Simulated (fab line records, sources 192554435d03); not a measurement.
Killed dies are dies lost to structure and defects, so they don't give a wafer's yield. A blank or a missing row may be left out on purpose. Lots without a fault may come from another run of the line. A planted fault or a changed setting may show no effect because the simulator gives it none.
Chamber matching | flow n5_finfet | N5_BEOL_M11_ETCH_62 on rie_diel-03: 4 sister chambers
The step etches SOC in N2/H2, target depth 110 nm, overetch 22 nm, time 165 s. 8 wafers are shown with their chamber, then 8 later ones without.

WAFERS WITH THEIR CHAMBER
wafer  | chamber | drypump_motor_current_A (A) | oes_product_au (a.u.)
L080.4 | 2       | 5.5                         | 0.61
L082.4 | 3       | 5.6                         | 0.57
L087.5 | 3       | 5.6                         | 0.58
L087.6 | 2       | 5.5                         | 0.60
L085.3 | 0       | 6.4                         | 0.60
L085.4 | 1       | 6.0                         | 0.69
L085.6 | 0       | 6.3                         | 0.60
L086.1 | 1       | 6.0                         | 0.69

WAFERS WITHOUT THEIR CHAMBER
wafer  | drypump_motor_current_A (A) | oes_product_au (a.u.)
L086.2 | 5.5                         | 0.60
L086.6 | 6.1                         | 0.70
L090.1 | 5.6                         | 0.57
L090.2 | 6.3                         | 0.60
L090.4 | 6.0                         | 0.69
L095.1 | 6.1                         | 0.68
L095.2 | 5.5                         | 0.59
L095.5 | 6.1                         | 0.68

WHICH CHAMBER EACH WENT THROUGH
wafer  | from the rows above     | in truth
L086.2 | 2                       | 2
L086.6 | 1                       | 1
L090.1 | 3                       | 3
L090.2 | 0                       | 0
L090.4 | 1                       | 1
L095.1 | 1                       | 1
L095.2 | can't be placed: 2 or 3 | 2
L095.5 | 1                       | 1
Placed correctly: 7 of 8. Can't be placed from these rows: 1 (the true chamber is among the candidates in 1). Placed wrongly: 0.
How it was worked out, from the rows above alone: a wafer's distance from a chamber is the root of the sum, over the readings, of the square of ((its reading less the chamber's mean) divided by the reading's scatter). The wafer belongs to the nearest chamber; if the next one is less than 2 further off, it can't be placed. A chamber's mean is the mean of its shown wafers. The scatter: the root of (the sum of the squares of (reading less its chamber's mean) over the shown wafers, divided by (wafers less chambers)).
